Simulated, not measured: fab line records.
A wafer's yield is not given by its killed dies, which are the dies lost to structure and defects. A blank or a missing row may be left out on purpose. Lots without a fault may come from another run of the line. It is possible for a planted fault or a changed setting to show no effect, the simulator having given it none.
Chamber matching -- flow nand harc -- NHARC_A_BLC_STRIP_29 on rie diel-12: 4 sister chambers
The step strips in CF4. 8 wafers are shown with their chamber, then 7 later ones without.

## WAFERS, EACH WITH ITS CHAMBER
wafer,chamber,showerhead plenum p Torr (Torr),drypump motor current A (A)
L202.4,0,1.66,5.8
L202.5,0,1.66,5.8
L203.1,1,1.80,6.5
L203.5,2,1.78,6.5
L206.2,1,1.80,6.6
L206.6,3,1.70,5.7
L211.3,3,1.70,5.7
L211.4,2,1.77,6.5

## WAFERS WITH NO CHAMBER GIVEN
wafer,showerhead plenum p Torr (Torr),drypump motor current A (A)
L211.5,1.80,6.5
L208.1,1.70,5.7
L208.2,1.77,6.5
L208.4,1.66,5.8
L212.6,1.77,6.5
L214.1,1.66,5.8
L214.5,1.77,6.5

## WHICH CHAMBER EACH WENT THROUGH
wafer,from the rows above,in truth
L211.5,1,1
L208.1,3,3
L208.2,2,2
L208.4,0,0
L212.6,2,2
L214.1,0,0
L214.5,2,2
Placed correctly: 7 of 7. Not placeable from these rows: 0. Number placed wrongly: 0.
How it was worked out, from the rows above alone: a wafer's distance from a chamber is the root of the sum, over the readings, of the square of ((its reading less the chamber's mean) divided by the reading's scatter). The wafer belongs to the nearest chamber; if the next one is less than 2 further off, it can't be placed. Each chamber's mean is taken over the wafers shown for it. The scatter is the square root of a quotient: the sum, over the shown wafers, of each reading's squared deviation from its chamber's mean, divided by wafers minus chambers.
